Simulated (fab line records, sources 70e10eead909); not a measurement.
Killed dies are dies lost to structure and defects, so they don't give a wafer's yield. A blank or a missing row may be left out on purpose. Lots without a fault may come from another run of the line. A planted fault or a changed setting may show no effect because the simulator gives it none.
Chamber matching | flow nand_harc | NHARC_P_GATE_DESCUM_31 on rie_diel-06: 4 sister chambers
The step chemistry O2, time 3 s. 16 wafers are shown with their chamber, then 8 later ones without.

WAFERS WITH THEIR CHAMBER
wafer  | chamber | showerhead_plenum_p_Torr (Torr) | drypump_motor_current_A (A) | o2_flow_sccm (sccm)
L075.3 | 2       | 1.80                            | 5.1                         | 200.0
L075.5 | 2       | 1.80                            | 5.1                         | 200.1
L075.6 | 3       | 1.96                            | 6.0                         | 199.9
L085.1 | 2       | 1.80                            | 5.1                         | 200.2
L085.4 | 0       | 1.80                            | 5.5                         | 200.6
L085.5 | 2       | 1.80                            | 5.1                         | 200.4
L086.2 | 1       | 2.05                            | 5.7                         | 200.4
L086.3 | 2       | 1.80                            | 5.1                         | 200.1
L086.4 | 3       | 1.96                            | 6.0                         | 199.1
L088.3 | 0       | 1.79                            | 5.5                         | 200.1
L088.4 | 2       | 1.79                            | 5.1                         | 198.8
L088.6 | 1       | 2.05                            | 5.7                         | 200.3
L089.4 | 0       | 1.79                            | 5.5                         | 200.4
L089.5 | 2       | 1.80                            | 5.1                         | 200.4
L089.6 | 1       | 2.05                            | 5.7                         | 200.4
L091.2 | 1       | 2.05                            | 5.8                         | 200.1

SIGNATURES (means of the wafers above)
reading                  | chamber 0 | chamber 1 | chamber 2 | chamber 3 | scatter within a chamber
showerhead_plenum_p_Torr | 1.7933    | 2.0500    | 1.7986    | 1.9600    | 0.00356
drypump_motor_current_A  | 5.500     | 5.725     | 5.100     | 6.000     | 0.025
o2_flow_sccm             | 200.367   | 200.300   | 200.000   | 199.500   | 0.44
Rule: a wafer's distance from a chamber is the root of the sum, over the readings, of the square of ((its reading less the chamber's mean) divided by the reading's scatter). The wafer belongs to the nearest chamber; if the next one is less than 2 further off, it can't be placed. The scatter: the root of (the sum of the squares of (reading less its chamber's mean) over the shown wafers, divided by (wafers less chambers)).

WAFERS WITHOUT THEIR CHAMBER
wafer  | showerhead_plenum_p_Torr (Torr) | drypump_motor_current_A (A) | o2_flow_sccm (sccm)
L091.3 | 1.79                            | 5.1                         | 199.7
L091.5 | 1.79                            | 5.5                         | 199.7
L093.1 | 1.80                            | 5.1                         | 200.2
L093.2 | 1.79                            | 5.6                         | 199.6
L093.3 | 1.96                            | 6.0                         | 201.0
L096.2 | 1.79                            | 5.1                         | 200.7
L096.3 | 1.96                            | 6.0                         | 200.0
L096.6 | 1.79                            | 5.5                         | 200.8

WHICH CHAMBER EACH WENT THROUGH
wafer  | from the rows above | in truth
L091.3 | 2                   | 2
L091.5 | 0                   | 0
L093.1 | 2                   | 2
L093.2 | 0                   | 0
L093.3 | 3                   | 3
L096.2 | 2                   | 2
L096.3 | 3                   | 3
L096.6 | 0                   | 0
Placed correctly: 8 of 8. Can't be placed from these rows: 0. Placed wrongly: 0.
